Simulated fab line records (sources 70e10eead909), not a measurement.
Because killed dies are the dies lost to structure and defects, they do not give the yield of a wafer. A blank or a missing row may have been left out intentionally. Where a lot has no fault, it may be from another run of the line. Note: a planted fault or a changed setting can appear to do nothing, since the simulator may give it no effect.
fab line records + flow nandHarc
record
- lots=5
- wafers=15
- lastDay=24
route steps=1159 shown A_CHANNEL_HOLE_D1@454 END@1159
lots that met no fault: taken from a fault-free run of the same line
startH: hours from the record's opening day to when the first of the lot's shown wafers began + waitH: time in hours since the lot's previous step + " as in the row above + L1.1+2: a single row standing in for several wafers + - value missing, or start not given + * or withheld: withheld + < > ~ a bound
route shown NAME@n: names a module that has steps shown in the file, with the first one's number in the route + usual: average and standard deviation across the fault-free wafers + same: alike in all rows + chamber/n: place in a boat + sites: per-site readings + _std_site: standard deviation across them + _edge_site: outer sites' mean less inner sites' + radiusMm: for every site, how far away it sits from the centre of the wafer + mask NAME#n: copy n + behind: the tool/chamber that last shaped the wafer + hold: the reason the lot was held/the length of the hold in hours/how it ended + device: the transistor (n, p or np) that didn't switch + end of line: tests of these same wafers at the route's end + a step given without rows: its recipe and nothing more + killed: dies that structure and defects cost at the first sort, which is not the same as the wafer's yield + map: per-die view of a wafer (x killed, . not killed, _ where there is no die)
set.NAME: the setting the step ran with; set.NAME@STEP: the setting that earlier step ran with + model.NAME: the simulator's own value behind a step, which no gauge read
certain route steps with their lots: each step a table, each wafer a row
services: the hour from which a tool's chamber was out of use, counted from the record's first day as startH (under 0 if before that day), plus the number of hours and why
## steps
# step NHARC_A_CHANNEL_HOLE_D1_COAT_36
# recipe
- tempC=260
- timeS=75
# step NHARC_A_CHANNEL_HOLE_D1_COAT_37
# recipe
- tempC=225
- timeS=65
# step NHARC_A_CHANNEL_HOLE_D1_COAT_04
# recipe
- spinRpm=1500
- resistThkNm=90
# step NHARC_A_CHANNEL_HOLE_D1_SOFTBAKE_05
# recipe
- tempC=105
- timeS=55
# step NHARC_A_CHANNEL_HOLE_D1_EBR_06
# step NHARC_A_CHANNEL_HOLE_D1_EXPOSE_07
# recipe
- na=1.35
- targetCdNm=100
- sigmaOuter=0.3
- doseMj=59.65
- maskId=HOLE_D1
# step NHARC_A_CHANNEL_HOLE_D1_PEB_08
# recipe
- pebTempC=100
- pebTimeS=65
# step NHARC_A_CHANNEL_HOLE_D1_DEVELOP_09
# recipe
- developTimeS=35
- devTempC=23
# step NHARC_A_CHANNEL_HOLE_D1_DESCUM_15
# recipe
- timeS=3
- o2FlowSccm=200
- arFlowSccm=0
- biasPowerW=0
- chemistry=O2
# step NHARC_A_CHANNEL_HOLE_D1_ETCH_38
# recipe
- targetDepthA=390
- overEtchFrac=0.3
- timeS=65
- ionEnergyEv=80
- cf4FlowSccm=150
- arFlowSccm=0
- rfW=300
- biasW=100
- chemistry=CF4
# usual
- drypumpMotorCurrentA=5.6/0.31
- oesProductAu=1.001/0.0095
- rfVppV=151.5/1.2
- showerheadPlenumPTorr=1.79/0.07
- throttleValvePct=13.285/0.0093
| lot.wafer | tool       | chamber | startH | waitH | drypumpMotorCurrentA | oesProductAu | rfHoursCounterH | rfVppV | showerheadPlenumPTorr | throttleValvePct |
|-----------|------------|---------|--------|-------|----------------------|--------------|-----------------|--------|-----------------------|------------------|
| L532.4    | rieDiel-08 | 1       | 213.12 | 0.1   | 5.6                  | 0.979        | 4               | 150.9  | 1.77                  | 13.294           |
| L532.3    | "          | 2       | "      | "     | 5.3                  | 0.999        | 4               | 150.7  | 1.71                  | 13.295           |
| L532.6    | "          | 0       | "      | "     | 5.6                  | 1.004        | -               | 152.2  | 1.90                  | 13.289           |
| L542.4    | rieDiel-08 | 3       | 278.41 | 0.1   | 6.0                  | 0.992        | 9               | 151.2  | 1.87                  | 13.279           |
| L542.1    | "          | 2       | "      | "     | 5.3                  | 1.010        | 9               | 148.3  | 1.71                  | 13.267           |
| L542.5    | "          | 3       | "      | "     | 6.0                  | 0.996        | -               | 153.4  | 1.87                  | 13.275           |
| L540.3    | rieDiel-08 | 3       | 279.60 | 0.1   | 6.0                  | 1.003        | 10              | 152.5  | 1.87                  | 13.276           |
| L540.2    | "          | 0       | "      | "     | 5.6                  | 1.018        | 9               | 152.8  | 1.90                  | 13.295           |
| L540.1    | "          | 1       | "      | "     | 5.5                  | 0.993        | 10              | 151.8  | 1.77                  | 13.291           |
| L545.3    | rieDiel-08 | 0       | 288.73 | 0.1   | 5.6                  | 1.013        | 10              | 153.3  | 1.90                  | 13.284           |
| L545.6    | "          | 0       | "      | "     | 5.6                  | 1.011        | -               | 152.5  | 1.90                  | 13.272           |
| L545.5    | "          | 1       | "      | "     | 5.5                  | 0.996        | -               | 151.7  | 1.77                  | 13.289           |
| L548.2    | rieDiel-04 | 1       | 313.42 | 0.1   | 5.1                  | 0.984        | 1               | 151.1  | 1.88                  | 13.279           |
| L548.3    | "          | 2       | "      | "     | 6.0                  | 1.013        | 1               | 151.0  | 1.78                  | 13.287           |
| L548.1    | "          | 3       | "      | "     | 5.4                  | 1.000        | 1               | 150.0  | 1.68                  | 13.279           |
# step NHARC_A_CHANNEL_HOLE_D1_ETCH_39
# recipe
- targetDepthA=2600
- overEtchFrac=0.3
- timeS=325
- ionEnergyEv=200
- n2FlowSccm=150
- h2FlowSccm=150
- arFlowSccm=0
- rfW=400
- biasW=150
- chemistry=N2/H2
# step NHARC_A_CHANNEL_HOLE_D1_ETCH_34
# recipe
- targetDepthA=1540
- timeS=77
- cf4FlowSccm=100
- chf3FlowSccm=30
- arFlowSccm=0
- rfW=500
- biasW=200
- chemistry=CF4/CHF3
# step NHARC_A_CHANNEL_HOLE_D1_ETCH_16
# recipe
- targetDepthA=31000
- overEtchFrac=0.3
- timeS=806
- ionEnergyEv=150
- o2FlowSccm=400
- cosFlowSccm=20
- arFlowSccm=0
- rfW=500
- biasW=300
- chemistry=O2/COS
# step NHARC_A_CHANNEL_HOLE_D1_ETCH_19
# recipe
- biasV=1200
- sourceW=2500
- pressureMtorr=15
- timeS=34.5
- arFlowSccm=375
- c4f8FlowSccm=28.8
- o2FlowSccm=96.2
- tempC=-20
- targetDepthA=*
- chemistry=C4F8/O2/Ar
# step NHARC_A_CHANNEL_HOLE_D1_ETCH_20
# recipe
- biasV=3000
- sourceW=withheld
- pressureMtorr=20
- timeS=361.9
- arFlowSccm=375
- c4f8FlowSccm=89.3
- o2FlowSccm=35.7
- tempC=-20
- targetDepthA=16000
- chemistry=C4F8/O2/Ar
# step NHARC_A_CHANNEL_HOLE_D1_ETCH_21
# recipe
- biasV=3000
- sourceW=withheld
- pressureMtorr=20
- timeS=514.3
- arFlowSccm=375
- c4f8FlowSccm=89.3
- o2FlowSccm=35.7
- tempC=-20
- targetDepthA=16000
- chemistry=C4F8/O2/Ar
# step NHARC_A_CHANNEL_HOLE_D1_ETCH_22
# recipe
- biasV=3000
- sourceW=withheld
- pressureMtorr=20
- timeS=666.7
- arFlowSccm=375
- c4f8FlowSccm=89.3
- o2FlowSccm=35.7
- tempC=-20
- targetDepthA=16000
- chemistry=C4F8/O2/Ar
# step NHARC_A_CHANNEL_HOLE_D1_ETCH_23
# recipe
- biasV=5000
- sourceW=withheld
- pressureMtorr=20
- timeS=819
- arFlowSccm=375
- c4f8FlowSccm=89.3
- o2FlowSccm=35.7
- tempC=-20
- targetDepthA=16000
- chemistry=C4F8/O2/Ar
# step NHARC_A_CHANNEL_HOLE_D1_ETCH_24
# recipe
- biasV=5000
- sourceW=withheld
- pressureMtorr=20
- timeS=906.2
- arFlowSccm=375
- c4f8FlowSccm=93.8
- o2FlowSccm=31.2
- tempC=-20
- targetDepthA=15000
- chemistry=C4F8/O2/Ar
# step NHARC_A_CHANNEL_HOLE_D1_ETCH_25
# recipe
- biasV=5000
- sourceW=withheld
- pressureMtorr=20
- timeS=1040.2
- arFlowSccm=375
- c4f8FlowSccm=93.8
- o2FlowSccm=31.2
- tempC=-20
- targetDepthA=15000
- chemistry=C4F8/O2/Ar
# step NHARC_A_CHANNEL_HOLE_D1_ETCH_26
# recipe
- biasV=300
- sourceW=2000
- pressureMtorr=30
- timeS=224.1
- arFlowSccm=375
- c4f8FlowSccm=11.4
- o2FlowSccm=113.6
- tempC=-20
- targetDepthA=3000
- chemistry=C4F8/O2/Ar
# step NHARC_A_CHANNEL_HOLE_D1_ETCH_33
# recipe
- biasV=400
- sourceW=2000
- pressureMtorr=25
- timeS=90
- arFlowSccm=375
- c4f8FlowSccm=41.7
- o2FlowSccm=83.3
- tempC=-20
- targetDepthA=4000
- chemistry=C4F8/O2/Ar
# step NHARC_A_CHANNEL_HOLE_D1_STRIP_41
# recipe
- n2FlowSccm=150
- h2FlowSccm=150
- arFlowSccm=0
- biasW=0
- chemistry=N2/H2
# step NHARC_A_CHANNEL_HOLE_D1_STRIP_42
# recipe
- cf4FlowSccm=100
- chf3FlowSccm=30
- arFlowSccm=0
- biasW=0
- chemistry=CF4/CHF3
# step NHARC_A_CHANNEL_HOLE_D1_STRIP_43
# recipe
- o2FlowSccm=400
- cosFlowSccm=20
- arFlowSccm=0
- biasW=0
- chemistry=O2/COS
# step NHARC_A_CHANNEL_HOLE_D1_ETCH_44
# recipe
- targetDepthA=1400
- overetchA=140
- timeS=77
- ionEnergyEv=100
- cf4FlowSccm=80
- o2FlowSccm=20
- arFlowSccm=0
- rfW=300
- biasW=100
- chemistry=CF4/O2
# step NHARC_A_CHANNEL_HOLE_D1_STRIP_27
# recipe
- o2FlowSccm=500
- arFlowSccm=0
- biasW=0
- chemistry=O2
# step NHARC_A_CHANNEL_HOLE_D1_PRECLEAN_28
# recipe
- timeS=*
- tempC=50
- bathAgeMin=0
- chemistry=SC1
# step NHARC_A_CHANNEL_HOLE_D1_SRD_29
# step NHARC_A_CHANNEL_HOLE_D1_XSEM_31
# recipe
- landingEnergyEv=35000
# step NHARC_A_CHANNEL_HOLE_D1_INSPECT_40
# usual
- rawDefectCount=63/19
| lot.wafer | tool             | chamber | startH | waitH | hold                    | rawDefectCount |
|-----------|------------------|---------|--------|-------|-------------------------|----------------|
| L532.3    | defectInspect-01 | -       | 219.94 | -     | -                       | 97             |
| L532.4    | "                | -       | "      | "     | -                       | 94             |
| L532.6    | "                | -       | "      | "     | -                       | 78             |
| L542.1    | defectInspect-02 | -       | 285.24 | -     | awaitDispo/0.2h/release | 700            |
| L542.4    | "                | -       | "      | "     | awaitDispo/0.2h/release | 685            |
| L542.5    | "                | -       | "      | "     | awaitDispo/0.2h/release | 736            |
| L542.1    | defectInspect-02 | -       | 285.41 | 0.2   | -                       | 683            |
| L542.4    | "                | -       | "      | "     | -                       | 675            |
| L542.5    | "                | -       | "      | "     | -                       | 723            |
| L540.1    | defectInspect-01 | -       | 289.42 | -     | awaitDispo/0.2h/release | 708            |
| L540.2    | "                | -       | "      | "     | awaitDispo/0.2h/release | 817            |
| L540.3    | "                | -       | "      | "     | awaitDispo/0.2h/release | 784            |
| L540.1    | defectInspect-01 | -       | 289.59 | 0.2   | -                       | 706            |
| L540.2    | "                | -       | "      | "     | -                       | 815            |
| L540.3    | "                | -       | "      | "     | -                       | 775            |
| L545.3    | defectInspect-02 | -       | 297.57 | -     | awaitDispo/0.2h/release | 765            |
| L545.5    | "                | -       | "      | "     | awaitDispo/0.2h/release | 823            |
| L545.6    | "                | -       | "      | "     | awaitDispo/0.2h/release | 775            |
| L545.3    | defectInspect-02 | -       | 297.74 | 0.2   | -                       | 764            |
| L545.5    | "                | -       | "      | "     | -                       | 813            |
| L545.6    | "                | -       | "      | "     | -                       | 777            |
| L548.1    | defectInspect-01 | -       | 321.59 | -     | -                       | 77             |
| L548.2    | "                | -       | "      | "     | -                       | 52             |
| L548.3    | "                | -       | "      | "     | -                       | 59             |
# step NHARC_END_SORT_01
# recipe
- tempC=25
# usual
- killedAtArray=25/9.5
- killedAtOther=0.8/1.2
- killedAtPeriphery=3.4/2.2
- killedDies=29/10
- killedOpen=3.3/1.8
- killedShort=2.1/1.4
# same
- grossDies=677
| lot.wafer | tool      | chamber | startH | waitH | killedAtArray | killedAtOther | killedAtPeriphery | killedDies | killedOpen | killedShort |
|-----------|-----------|---------|--------|-------|---------------|---------------|-------------------|------------|------------|-------------|
| L540.1    | prober-01 | 0       | 553.50 | 2.5   | 73            | 0             | 3                 | 76         | 2          | 2           |
| L540.2    | prober-01 | 0       | 554.29 | 2.8   | 118           | 0             | 2                 | 120        | 4          | 2           |
| L540.3    | prober-01 | 0       | 555.08 | 3.1   | 59            | 2             | 2                 | 63         | 3          | 6           |
| L545.3    | prober-01 | 0       | 577.28 | 3.1   | 124           | 1             | 2                 | 127        | 6          | 2           |
| L545.5    | prober-01 | 0       | 578.86 | 3.7   | 101           | 1             | 2                 | 104        | 1          | 0           |
| L545.6    | prober-01 | 0       | 579.66 | 4.0   | 141           | 0             | 2                 | 143        | 5          | 2           |
# killed by level:class
L540.1 A_CHANNEL_HOLE_D1:unspecified=65 A_STAIRCASE:chamberFilmFlake=2 A_CONTACT:chamberFilmFlake=2 P_CONTACT:geometricParticle:short=1 P_M0:geometricParticle:open=1 A_CONTACT:geometricParticle:open=1 A_M1:geometricParticle:short=1 P_GATE:chamberFilmFlake=1
L540.2 A_CHANNEL_HOLE_D1:unspecified=97 A_CHANNEL_HOLE_D1:chamberFilmFlake=6 A_CONTACT:chamberFilmFlake=4 A_ZERO_WELL:chamberFilmFlake=2 A_STAIRCASE:chamberFilmFlake=2 P_CONTACT:geometricParticle:short=1 P_CONTACT:geometricParticle:open=1 A_CHANNEL_FILL_D1:geometricParticle:short=1
L540.3 A_CHANNEL_HOLE_D1:unspecified=40 A_CHANNEL_HOLE_D1:chamberFilmFlake=4 A_STAIRCASE:chamberFilmFlake=4 A_CHANNEL_FILL_D1:geometricParticle:short=3 A_WL_FILL:chamberFilmFlake=2 THIN_TSV:chamberFilmFlake=2 P_CONTACT:geometricParticle:short=1 A_ONON_D1:geometricParticle:open=1
L545.3 A_CHANNEL_HOLE_D1:unspecified=89 A_CHANNEL_HOLE_D1:chamberFilmFlake=12 A_SLIT:chamberFilmFlake=9 A_CONTACT:chamberFilmFlake=4 A_SGD_CUT:geometricParticle:short=2 A_WL_FILL:geometricParticle:open=2 A_ONON_D1:geometricParticle:open=1 A_SGD_CUT:geometricParticle:open=1
L545.5 A_CHANNEL_HOLE_D1:unspecified=68 A_CHANNEL_HOLE_D1:chamberFilmFlake=19 A_SLIT:chamberFilmFlake=6 A_CONTACT:chamberFilmFlake=5 A_WL_FILL:geometricParticle:open=1 P_STI:chamberFilmFlake=1 P_GATE:chamberFilmFlake=1 A_STAIRCASE:chamberFilmFlake=1
L545.6 A_CHANNEL_HOLE_D1:unspecified=90 A_CHANNEL_HOLE_D1:chamberFilmFlake=19 A_SLIT:chamberFilmFlake=17 A_CONTACT:chamberFilmFlake=4 A_CHANNEL_FILL_D1:chamberFilmFlake=3 A_ONON_D1:geometricParticle:open=2 P_M0:geometricParticle:open=1 A_SOURCE_PLATE:geometricParticle:open=1
# map L540.2 (x killed, . not)
____________x____________
_________..x.x.._________
_______...x.x.x..._______
______.............______
_____x..x..........._____
____...x......x......____
____.................____
___...................___
___...................___
__.....................__
__.....................__
_......................._
_......................._
_......................._
_.....xx................_
_......................._
.......x.................
.......x.........x.......
.........................
.........................
.x.............x.........
_...............xxx.x..._
_..............xxxx....._
_.......x....xxxxxx....._
_.............xxxxxxx..._
_............xxxxxxxxx.._
__....x.....xxxxxxxxxx.__
__.....x....xxxxxxxxxx.__
___.........xxxxxxxxx.___
___x......x.x.xxxxxx.x___
____.........xxxxxxxx____
____........x.xxxxxxx____
_____......xx.xxxxxx_____
______........xxxxx______
_______........x.x_______
_________......._________
____________.____________
# map L545.6 (x killed, . not)
____________.____________
_________......._________
_______..........._______
______.............______
_____..............._____
____.................____
____.........x.......____
___...................___
___...................___
__.....................__
__.....................__
_......................._
_.................xxx..x_
_...x..................._
_..x...................._
_......................._
...x.xx.................x
.....xx........x........x
x.xxx....................
.x.xx....x...............
x..xxxx.x.xx.............
_..x...xxxxxx..x........_
_.....x.x..x...x.xx....._
_x.......x..x.xxxxx....._
_...........xxxxxxxx...._
_.......x.x..xxxxxxxx..._
__...........xxxxxxxx..__
__........x.xxxxxxxxx..__
___.......x.xxxxxxxxx.___
___.........xxxxxxxx..___
____........xxxxxxxxx____
____....x.x.xxxxxxxxx____
_____....x..x.xxxxxx_____
______........xxxx.______
_______...x.....xx_______
_________......x_________
____________.____________
## services
| tool       | chamber | startH | hours | kind      |
|------------|---------|--------|-------|-----------|
| rieDiel-08 | 1       | 191.92 | 3.4   | repair    |
| rieDiel-08 | 0       | 207.31 | -     | clean     |
| rieDiel-08 | 1       | 207.31 | -     | clean     |
| rieDiel-08 | 2       | 207.31 | -     | clean     |
| rieDiel-08 | 3       | 207.31 | -     | clean     |
| rieDiel-04 | 2       | 208.75 | 4.9   | repair    |
| rieDiel-08 | 0       | 225.39 | 8.6   | repair    |
| rieDiel-08 | 1       | 231.81 | -     | clean     |
| rieDiel-08 | 2       | 231.81 | -     | clean     |
| rieDiel-08 | 3       | 231.81 | -     | clean     |
| rieDiel-08 | 0       | 251.58 | 8.4   | repair    |
| rieDiel-08 | 1       | 256.31 | -     | clean     |
| rieDiel-08 | 2       | 256.31 | -     | clean     |
| rieDiel-08 | 3       | 256.31 | -     | clean     |
| rieDiel-04 | 3       | 275.71 | 4.1   | repair    |
| rieDiel-08 | 0       | 280.89 | -     | clean     |
| rieDiel-08 | 1       | 280.89 | -     | clean     |
| rieDiel-08 | 2       | 280.89 | -     | clean     |
| rieDiel-08 | 3       | 280.89 | -     | clean     |
| rieDiel-04 | -       | 288.90 | 9.0   | pm        |
| rieDiel-08 | -       | 301.80 | 9.0   | pm        |
| rieDiel-08 | 0       | 301.80 | 9.0   | ventCycle |
| rieDiel-08 | 1       | 301.80 | 9.0   | ventCycle |
| rieDiel-08 | 2       | 301.80 | 9.0   | ventCycle |
## key
firstSign
- step=NHARC_A_CHANNEL_HOLE_D1_INSPECT_40
- reading=visit
- direction=added
effect
- step=NHARC_A_CHANNEL_HOLE_D1_INSPECT_40
- reading=rawDefectCount
- direction=up
- sigmas=37
- usual=63
- struck=755
effect
- step=NHARC_END_SORT_01
- reading=killedAtArray
- direction=up
- sigmas=8.2
- usual=25
- struck=103
moreKillsBornAt
- NHARC_A_CHANNEL_HOLE_D1_ETCH_38@rieDiel-08=441
metAt NHARC_A_CHANNEL_HOLE_D1_ETCH_38
struckWafers L540.1,L540.2,L540.3,L542.1,L542.4,L542.5,L545.3,L545.5,L545.6
rowsEnd L542.1,L542.4,L542.5
testerLeftOut L540,L545
onsetBetween 213.12 278.41
fault
- kind=chamberParticleSource
- tool=rieDiel-08
- chamber=-
- onsetH=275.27
- steps=NHARC_A_CHANNEL_HOLE_D1_ETCH_38
- ratePerVisitCm2=1.0737
- endH=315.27
# testerLeftOut: of these lots the tester's yield and bins aren't shown, on N5 and GAA mostly nor the transistor test; their killed dies are dies lost to structure and defects alone, not to doping, threshold or leakage, so they don't give the yield
# rowsEnd: these wafers met a further fault down the route, and their rows from its step on are left out
